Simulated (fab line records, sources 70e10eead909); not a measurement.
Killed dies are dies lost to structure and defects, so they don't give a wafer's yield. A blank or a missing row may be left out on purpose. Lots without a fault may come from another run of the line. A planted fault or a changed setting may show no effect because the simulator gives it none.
Chamber matching | flow nand_harc | NHARC_A_STAIRCASE_CMP_450 on cmp-02: 4 sister chambers
The step polishes SiO2, target thk 200 nm. 22 wafers are shown with their chamber, then 11 later ones without.

WAFERS WITH THEIR CHAMBER
wafer  | chamber | motor_current_A (A) | slurry_flow_ml_min
L074.1 | 0       | 14.6                | 150.3
L074.2 | 3       | 10.1                | 150.0
L074.6 | 2       | 12.3                | 149.8
L078.2 | 0       | 13.5                | 150.1
L078.3 | 3       | 9.7                 | 150.6
L078.6 | 2       | 13.3                | 148.9
L081.1 | 0       | 12.8                | 149.8
L081.3 | 1       | 12.3                | 150.1
L081.6 | 1       | 12.5                | 149.8
L082.1 | 0       | 13.8                | 150.5
L082.3 | 2       | 12.6                | 149.5
L082.5 | 1       | 12.1                | 150.1
L085.3 | 3       | 10.1                | 150.7
L085.5 | 1       | 12.8                | 150.1
L085.6 | 2       | 12.9                | 150.2
L089.1 | 3       | 10.5                | 149.5
L089.3 | 1       | 12.3                | 150.1
L089.4 | 0       | 13.4                | 149.2
L090.2 | 0       | 13.8                | 149.9
L090.3 | 2       | 12.7                | 150.0
L090.6 | 0       | 13.6                | 149.9
L088.4 | 2       | 12.2                | 150.0

SIGNATURES (means of the wafers above)
reading            | chamber 0 | chamber 1 | chamber 2 | chamber 3 | scatter within a chamber
motor_current_A    | 13.643    | 12.400    | 12.667    | 10.100    | 0.42
slurry_flow_ml_min | 149.957   | 150.040   | 149.733   | 150.200   | 0.419
Rule: a wafer's distance from a chamber is the root of the sum, over the readings, of the square of ((its reading less the chamber's mean) divided by the reading's scatter). The wafer belongs to the nearest chamber; if the next one is less than 2 further off, it can't be placed. The scatter: the root of (the sum of the squares of (reading less its chamber's mean) over the shown wafers, divided by (wafers less chambers)).

WAFERS WITHOUT THEIR CHAMBER
wafer  | motor_current_A (A) | slurry_flow_ml_min
L088.5 | 13.8                | 149.5
L088.6 | 10.1                | 149.4
L092.1 | 13.0                | 150.5
L092.5 | 13.4                | 149.7
L092.6 | 12.7                | 149.6
L095.1 | 10.6                | 150.1
L095.4 | 13.2                | 150.3
L095.5 | 12.6                | 149.9
L096.1 | 10.5                | 149.7
L096.3 | 12.7                | 150.7
L096.4 | 13.8                | 150.2

WHICH CHAMBER EACH WENT THROUGH
wafer  | from the rows above          | in truth
L088.5 | can't be placed: 0 or 2      | 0
L088.6 | 3                            | 3
L092.1 | can't be placed: 1 or 2 or 0 | 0
L092.5 | can't be placed: 0 or 2 or 1 | 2
L092.6 | can't be placed: 2 or 1      | 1
L095.1 | 3                            | 3
L095.4 | can't be placed: 0 or 2 or 1 | 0
L095.5 | can't be placed: 2 or 1      | 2
L096.1 | 3                            | 3
L096.3 | can't be placed: 1 or 2 or 0 | 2
L096.4 | 0                            | 0
Placed correctly: 4 of 11. Can't be placed from these rows: 7 (the true chamber is among the candidates in 7). Placed wrongly: 0.
